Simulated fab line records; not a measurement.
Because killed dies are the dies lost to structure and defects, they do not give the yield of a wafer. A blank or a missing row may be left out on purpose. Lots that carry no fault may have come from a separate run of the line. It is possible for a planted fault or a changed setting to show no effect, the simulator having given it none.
Chamber matching || flow n5Finfet || 3 sister chambers for N5_BEOL_M10_DEP_56 on pecvd-02
The step deposits SiCN from 3MS/NH3, target thk 15 nm, time 26.5 s. 6 wafers are shown with their chamber, then 12 later ones without.

WAFERS PAIRED WITH THEIR CHAMBERS
{"wafer": "L085.6", "chamber": 1, "throttleValvePct (%)": 9.2, "showerheadPlenumPTorr (Torr)": 3.668}
{"wafer": "L086.1", "chamber": 0, "throttleValvePct (%)": 8.9, "showerheadPlenumPTorr (Torr)": 3.684}
{"wafer": "L086.4", "chamber": 1, "throttleValvePct (%)": 9.4, "showerheadPlenumPTorr (Torr)": 3.674}
{"wafer": "L089.1", "chamber": 0, "throttleValvePct (%)": 9.2, "showerheadPlenumPTorr (Torr)": 3.688}
{"wafer": "L089.3", "chamber": 2, "throttleValvePct (%)": 8.0, "showerheadPlenumPTorr (Torr)": 3.666}
{"wafer": "L089.4", "chamber": 2, "throttleValvePct (%)": 8.1, "showerheadPlenumPTorr (Torr)": 3.656}

WAFERS MISSING THEIR CHAMBER
{"wafer": "L090.3", "throttleValvePct (%)": 9.4, "showerheadPlenumPTorr (Torr)": 3.672}
{"wafer": "L090.5", "throttleValvePct (%)": 9.7, "showerheadPlenumPTorr (Torr)": 3.674}
{"wafer": "L090.6", "throttleValvePct (%)": 8.9, "showerheadPlenumPTorr (Torr)": 3.685}
{"wafer": "L093.1", "throttleValvePct (%)": 7.8, "showerheadPlenumPTorr (Torr)": 3.673}
{"wafer": "L093.4", "throttleValvePct (%)": 9.2, "showerheadPlenumPTorr (Torr)": 3.679}
{"wafer": "L093.6", "throttleValvePct (%)": 8.0, "showerheadPlenumPTorr (Torr)": 3.668}
{"wafer": "L094.1", "throttleValvePct (%)": 8.9, "showerheadPlenumPTorr (Torr)": 3.681}
{"wafer": "L094.2", "throttleValvePct (%)": 9.5, "showerheadPlenumPTorr (Torr)": 3.662}
{"wafer": "L094.6", "throttleValvePct (%)": 9.2, "showerheadPlenumPTorr (Torr)": 3.673}
{"wafer": "L095.3", "throttleValvePct (%)": 8.8, "showerheadPlenumPTorr (Torr)": 3.687}
{"wafer": "L095.5", "throttleValvePct (%)": 9.0, "showerheadPlenumPTorr (Torr)": 3.688}
{"wafer": "L095.6", "throttleValvePct (%)": 9.3, "showerheadPlenumPTorr (Torr)": 3.669}

EACH ONE'S CHAMBER
{"wafer": "L090.3", "from the rows above": 1, "in truth": 1}
{"wafer": "L090.5", "from the rows above": 1, "in truth": 1}
{"wafer": "L090.6", "from the rows above": 0, "in truth": 0}
{"wafer": "L093.1", "from the rows above": 2, "in truth": 2}
{"wafer": "L093.4", "from the rows above": "can't be placed: 0 or 1", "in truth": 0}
{"wafer": "L093.6", "from the rows above": 2, "in truth": 2}
{"wafer": "L094.1", "from the rows above": "can't be placed: 0 or 1", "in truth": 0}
{"wafer": "L094.2", "from the rows above": 1, "in truth": 1}
{"wafer": "L094.6", "from the rows above": "can't be placed: 1 or 0", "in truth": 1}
{"wafer": "L095.3", "from the rows above": 0, "in truth": 0}
{"wafer": "L095.5", "from the rows above": 0, "in truth": 0}
{"wafer": "L095.6", "from the rows above": 1, "in truth": 1}
Placed correctly: 9 of 12. Unplaceable from these rows: 3, with the true chamber sitting among the candidates in 3. Placed wrongly: 0.
How it was worked out, from the rows above alone: a wafer's distance from a chamber is the root of the sum, over the readings, of the square of ((its reading less the chamber's mean) divided by the reading's scatter). If the next closest chamber is less than 2 further off than the closest, the wafer can't be placed; otherwise it belongs to the closest. Each chamber's mean is taken over the wafers shown for it. How the scatter is found: for the shown wafers, subtract from each reading the mean of its chamber, square and add these, divide the total by (wafers less chambers), then take the root.
